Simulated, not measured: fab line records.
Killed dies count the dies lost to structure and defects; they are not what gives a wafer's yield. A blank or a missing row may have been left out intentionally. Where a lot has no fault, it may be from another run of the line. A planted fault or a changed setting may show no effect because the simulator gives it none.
Chamber matching    flow n5Finfet    N5_WELL_APT_DESCUM_13 on rieDiel-03: 4 sister chambers
The step chemistry O2, time 7.9 s. 16 wafers are shown with their chamber, then 8 later ones without.

== WAFERS WITH THEIR CHAMBER ==
wafer   chamber  showerheadPlenumPTorr (Torr)  drypumpMotorCurrentA (A)  throttleValvePct (%)
L078.2  0        2.02                          6.0                       20.22
L078.3  2        2.10                          5.7                       20.10
L078.6  2        2.10                          5.6                       20.10
L081.1  0        2.02                          6.0                       20.21
L081.4  3        2.00                          5.9                       20.55
L081.5  1        2.09                          6.6                       20.62
L085.3  1        2.08                          6.6                       20.64
L085.4  0        2.02                          6.0                       20.23
L085.5  1        2.08                          6.6                       20.64
L087.2  0        2.02                          6.0                       20.24
L087.3  2        2.10                          5.6                       20.13
L087.5  1        2.08                          6.6                       20.65
L088.1  0        2.02                          6.1                       20.25
L088.2  1        2.08                          6.6                       20.64
L088.4  3        2.00                          5.9                       20.58
L094.1  3        2.00                          5.9                       20.60

SIGNATURES (averages over the wafers above)
reading                chamber 0  chamber 1  chamber 2  chamber 3  scatter within a chamber
showerheadPlenumPTorr  2.0200     2.0820     2.1000     2.0000     0.00258
drypumpMotorCurrentA   6.020      6.600      5.633      5.900      0.035
throttleValvePct       20.2300    20.6380    20.1100    20.5767    0.0167
Rule: distance of a wafer from a chamber = root of the sum over the readings of ((wafer's reading minus chamber's mean) / reading's scatter) squared. The wafer belongs to the nearest chamber; if the next one is less than 2 further off, it can't be placed. The scatter is the square root of a quotient: the sum, over the shown wafers, of each reading's squared deviation from its chamber's mean, divided by wafers minus chambers.

== WAFERS WHOSE CHAMBER IS MISSING ==
wafer   showerheadPlenumPTorr (Torr)  drypumpMotorCurrentA (A)  throttleValvePct (%)
L094.3  2.09                          5.7                       20.15
L094.4  2.08                          6.6                       20.67
L096.2  2.07                          6.6                       20.66
L096.4  2.09                          5.7                       20.14
L096.6  2.01                          6.1                       20.27
L097.3  2.01                          6.0                       20.27
L097.5  2.07                          6.6                       20.68
L097.6  2.01                          6.0                       20.29

== WHICH CHAMBER EACH ONE RAN IN ==
wafer   from the rows above  in truth
L094.3  2                    2
L094.4  1                    1
L096.2  1                    1
L096.4  2                    2
L096.6  0                    0
L097.3  0                    0
L097.5  1                    1
L097.6  0                    0
Correct placement for 8 of the 8. Can't be placed from these rows: 0. Wrongly placed: 0.
